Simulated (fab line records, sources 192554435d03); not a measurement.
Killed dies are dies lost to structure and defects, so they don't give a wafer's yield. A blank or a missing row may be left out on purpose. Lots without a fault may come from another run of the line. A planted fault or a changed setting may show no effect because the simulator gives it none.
fab line records | flow n5_finfet | part 2 of 2: steps 25 to 33 of 33
record lots=5 wafers=15 last_day=18
route steps=1938 shown BEOL_M12@1624
lots that met no fault: from a run of the same line without faults
start_h: hours from the record's first day to the start of the lot's first wafer shown | wait_h: hours since the lot's step before | " the same as in the row above | L1.1+2: a row that stands for several wafers | - no value, or no start given | * or withheld: withheld | < > ~ a bound
route shown NAME@n: a module of which the file shows steps, and the number in the route of the first | usual: mean/standard deviation of fault-free wafers | same: alike in all rows | chamber/n: place in a boat | sites: the reading at each site | _std_site: their standard deviation | _edge_site: outer sites' mean less inner sites' | radius_mm: how far each site lies from the wafer's centre | mask NAME#n: copy n | behind: the tool/chamber that last shaped the wafer | hold: why the lot was held/for how many hours/how that ended | device: the transistor (n, p or np) that didn't switch | end of line: the same wafers' tests at the end of the route | a step without rows: its recipe alone | killed: dies lost to structure and defects at the first sort, not the wafer's yield | map: a wafer's dies, x killed, . not, _ none there
set.NAME: the setting as run; set.NAME@STEP: as run at that earlier step | model.NAME: the simulator's own value behind a step, which no gauge read
lots at some steps of the route; a table a step, a row a wafer
services: from which hour (start_h, from the record's first day; less than 0 if before it) a tool's chamber was out of use, for how many hours, and why
## steps
# step N5_BEOL_M12_SPUTTER_43
# recipe material=TaN target_thk_a=150 temp_c=50 bias_v=168.6 power_w=15000 chamber_pressure_pa=0.12 time_s=24.19
# usual bias_v=168.7/1.9 throttle_valve_pct=30.0/1.4
# columns lot.wafer tool chamber start_h wait_h bias_v throttle_valve_pct
L082.3 pvd_sputter-01 - 335.77 0.0 173.2 32.7
L082.4 " - " " 169.2 30.8
L082.6 " - " " 170.2 28.5
L085.1 pvd_sputter-02 - 352.04 0.0 168.0 30.0
L085.2 " - " " 168.5 31.2
L085.4 " - " " 167.0 31.1
L093.2 pvd_sputter-03 - 384.34 0.0 169.7 29.5
L093.4 " - " " 169.1 27.8
L093.6 " - " " 170.8 29.7
L092.1 pvd_sputter-03 - 397.33 0.0 166.1 28.0
L092.2 " - " " 164.5 29.1
L092.6 " - " " 168.2 29.2
L095.2 pvd_sputter-01 - 403.92 0.0 168.9 32.9
L095.3 " - " " 168.6 30.4
L095.4 " - " " 169.3 30.9
# step N5_BEOL_M12_SPUTTER_44
# recipe material=Ta target_thk_a=100 temp_c=50 bias_v=80 power_w=15000 chamber_pressure_pa=0.07 time_s=16.13
# usual bias_v=80.0/0.86 throttle_valve_pct=30.0/1.4
# columns lot.wafer tool chamber start_h wait_h bias_v throttle_valve_pct
L082.3 pvd_sputter-01 - 335.85 0.0 78.4 32.7
L082.4 " - " " 80.2 30.9
L082.6 " - " " 81.4 28.5
L085.1 pvd_sputter-02 - 352.12 0.0 82.1 30.1
L085.2 " - " " 78.8 31.2
L085.4 " - " " 79.4 31.6
L093.2 pvd_sputter-03 - 384.42 0.0 80.6 29.7
L093.4 " - " " 81.2 27.9
L093.6 " - " " 82.2 29.9
L092.1 pvd_sputter-03 - 397.41 0.0 80.2 28.0
L092.2 " - " " 78.7 28.9
L092.6 " - " " 79.5 28.9
L095.2 pvd_sputter-01 - 404.00 0.0 79.4 32.7
L095.3 " - " " 79.4 30.5
L095.4 " - " " 79.4 31.2
# step N5_BEOL_M12_SPUTTER_45
# recipe material=Cu target_thk_a=800 temp_c=-20 bias_v=60 power_w=26000 chamber_pressure_pa=0.13 time_s=13.33
# usual bias_v=60.0/0.5 throttle_valve_pct=30.0/1.4
# columns lot.wafer tool chamber start_h wait_h bias_v throttle_valve_pct
L082.3 pvd_sputter-01 - 335.93 0.0 59.6 32.6
L082.4 " - " " 59.7 30.7
L082.6 " - " " 59.2 28.6
L085.1 pvd_sputter-02 - 352.20 0.0 59.5 30.0
L085.2 " - " " 60.4 31.3
L085.4 " - " " 60.5 31.2
L093.2 pvd_sputter-03 - 384.50 0.0 60.9 29.6
L093.4 " - " " 59.3 27.6
L093.6 " - " " 60.7 29.6
L092.1 pvd_sputter-03 - 397.49 0.0 60.4 27.9
L092.2 " - " " 59.2 28.9
L092.6 " - " " 59.5 29.1
L095.2 pvd_sputter-01 - 404.08 0.0 60.8 32.9
L095.3 " - " " 59.5 30.6
L095.4 " - " " 59.3 31.2
# step N5_BEOL_M12_ECD_47
# recipe material=Cu target_thk_a=7200
# columns lot.wafer tool chamber start_h wait_h
L082.3+4+6 ecd_cu-01 1,0,0 336.09 0.1
L085.1+2+4 ecd_cu-01 1,0,0 352.31 0.1
L093.2+4+6 ecd_cu-01 1,0,0 384.61 0.1
L092.1+2+6 ecd_cu-01 1,0,1 397.61 0.1
L095.2+3+4 ecd_cu-02 1,1,0 404.20 0.1
# step N5_BEOL_M12_ANNEAL_48
# recipe temp_c=225 time_s=90 ambient=N2
# usual wafer_temp_C_max=226.3/0.32
# columns lot.wafer tool chamber start_h wait_h wafer_temp_C_max
L082.3 rtp_anneal-01 0 336.28 0.2 226.2
L082.4 " 0 " " 226.4
L082.6 " 0 " " 226.0
L085.1 rtp_anneal-01 0 352.46 0.1 226.9
L085.2 " 0 " " 226.7
L085.4 " 0 " " 225.9
L093.2 rtp_anneal-02 0 385.09 0.4 226.7
L093.4 " 0 " " 226.4
L093.6 " 0 " " 226.2
L092.1 rtp_anneal-02 0 397.75 0.1 225.9
L092.2 " 0 " " 226.0
L092.6 " 0 " " 226.6
L095.2 rtp_anneal-01 0 404.45 0.2 226.1
L095.3 " 0 " " 226.2
L095.4 " 0 " " 226.1
# step N5_BEOL_M12_CMP_49
# recipe stop_on=SiOC t_overpolish_s=20.6 down_force_psi=1 platen_rpm=50 clearing_platen_down_force_psi=1.5 clearing_platen_rpm=50 post_cmp_clean=cu_alkaline target_thk_nm=320 clearing_platen_pad_velocity_m_s=0.99484 pad_velocity_m_s=0.99484
# usual barrier_field_endpoint_s=30.4/0.78 motor_current_A=6.2/0.67 overpolish_run_s=20.600/0.009 platen_rpm=50.00/0.035
# columns lot.wafer tool chamber start_h wait_h barrier_field_endpoint_s motor_current_A overpolish_run_s platen_rpm
L082.3 cmp-02 2 336.49 0.2 30.3 5.0 20.604 49.98
L082.4 " 0 " " 28.8 7.3 20.609 49.99
L082.6 " 3 " " 30.4 6.3 20.613 50.03
L085.4 cmp-04 0 352.81 0.2 30.6 5.8 20.590 49.98
L085.2 " 1 " " 31.0 6.4 20.591 50.03
L085.1 " 2 " " 29.8 6.3 20.586 49.99
L093.2 cmp-02 0 385.38 0.2 29.6 7.2 20.597 50.03
L093.4 " 2 " " 30.8 5.0 20.599 50.02
L093.6 " 3 " " 30.6 6.4 20.599 49.95
L092.2 cmp-04 0 398.09 0.2 29.7 6.0 20.603 49.92
L092.1 " 2 " " 29.7 6.3 20.583 49.93
L092.6 " 3 " " 29.4 5.9 20.604 50.03
L095.4 cmp-04 1 404.70 0.1 31.8 6.3 20.592 50.04
L095.2 " 2 " " 31.6 6.2 20.595 49.97
L095.3 " 0 " " 30.6 6.1 20.610 49.97
# step N5_BEOL_M12_THK_MEAS_50
# recipe thk_meas_gauge=xrf reads=Cu_of_BEOL_M12_ECD_47
# usual M12_THK=317/7
# columns lot.wafer tool chamber start_h wait_h M12_THK[nm]
L082.3 film_metro-01 - 336.79 - 324
L082.4 " - " " 318
L082.6 " - " " 327
L085.1 film_metro-01 - 353.06 - 321
L085.2 " - " " 320
L085.4 " - " " 328
L093.2 film_metro-01 - 385.64 - 318
L093.4 " - " " 315
L093.6 " - " " 322
L092.1 film_metro-01 - 398.34 - 316
L092.2 " - " " 319
L092.6 " - " " 321
L095.2 film_metro-01 - 404.99 - 325
L095.3 " - " " 329
L095.4 " - " " 311
# step N5_BEOL_M12_PRE_CLEAN_52
# recipe gas=NH3 time_s=15 temp_c=withheld rf_power_w=300
# columns lot.wafer tool chamber start_h wait_h
L082.3+4+6 pecvd-02 2,2,0 336.82 0.0
L085.1+2+4 pecvd-01 2,1,2 353.10 0.0
L093.2+4+6 pecvd-01 1,1,2 385.67 0.0
L092.1+2+6 pecvd-02 2,0,1 398.38 0.0
L095.2+3+4 pecvd-01 1,2,2 405.03 0.0
# step N5_BEOL_M12_DEP_53
# recipe material=SiCN target_thk_a=300 temp_c=withheld precursor=3MS/NH3 pressure_torr=3 rf_w=675 time_s=10.5
# usual showerhead_plenum_p_Torr=4.162/0.022 throttle_valve_pct=18.4/1.1
# columns lot.wafer tool chamber start_h wait_h showerhead_plenum_p_Torr throttle_valve_pct
L082.3 pecvd-02 2 336.85 0.0 4.161 17.3
L082.4 " 2 " " 4.167 17.6
L082.6 " 0 " " 4.190 18.3
L085.1 pecvd-01 2 353.13 0.0 4.167 17.6
L085.2 " 1 " " 4.154 19.7
L085.4 " 2 " " 4.160 17.5
L093.2 pecvd-01 1 385.70 0.0 4.160 19.7
L093.4 " 1 " " 4.155 19.9
L093.6 " 2 " " 4.160 17.6
L092.1 pecvd-02 2 398.41 0.0 4.180 17.6
L092.2 " 0 " " 4.189 18.3
L092.6 " 1 " " 4.179 19.1
L095.2 pecvd-01 1 405.05 0.0 4.164 19.7
L095.3 " 2 " " 4.162 18.1
L095.4 " 2 " " 4.155 17.9
## services
# columns tool chamber start_h hours kind
ecd_cu-01 - 304.75 2.1 repair
cmp-02 - 305.50 7.7 pm
krf_scanner-01 - 332.13 1.3 pm
rie_diel-02 3 333.88 28.2 repair
krf_scanner-01 - 344.23 4.4 pm
pecvd-01 1 355.77 5.0 repair
rie_diel-03 1 359.08 5.1 repair
krf_scanner-02 - 368.77 4.0 pm
cmp-02 - 370.34 6.5 repair
rie_diel-03 2 376.64 - clean
rie_diel-03 2 376.64 - consumable_replace:focus_ring
rie_diel-03 2 376.64 - consumable_replace:showerhead
rie_diel-03 2 376.64 19.1 scheduled_down
rie_diel-03 2 376.64 19.1 vent_cycle
krf_scanner-01 - 379.55 0.8 pm
rie_diel-04 1 382.68 - clean
krf_scanner-01 - 392.57 1.0 pm
rie_diel-04 2 395.37 6.0 repair
cmp-04 - 398.73 4.0 pm
krf_scanner-02 - 401.53 0.8 pm
rie_diel-02 - 402.40 1.1 repair
cmp-02 - 402.53 4.0 pm
krf_scanner-02 - 402.56 2.9 repair
plasma_asher-02 - 404.44 3.8 repair
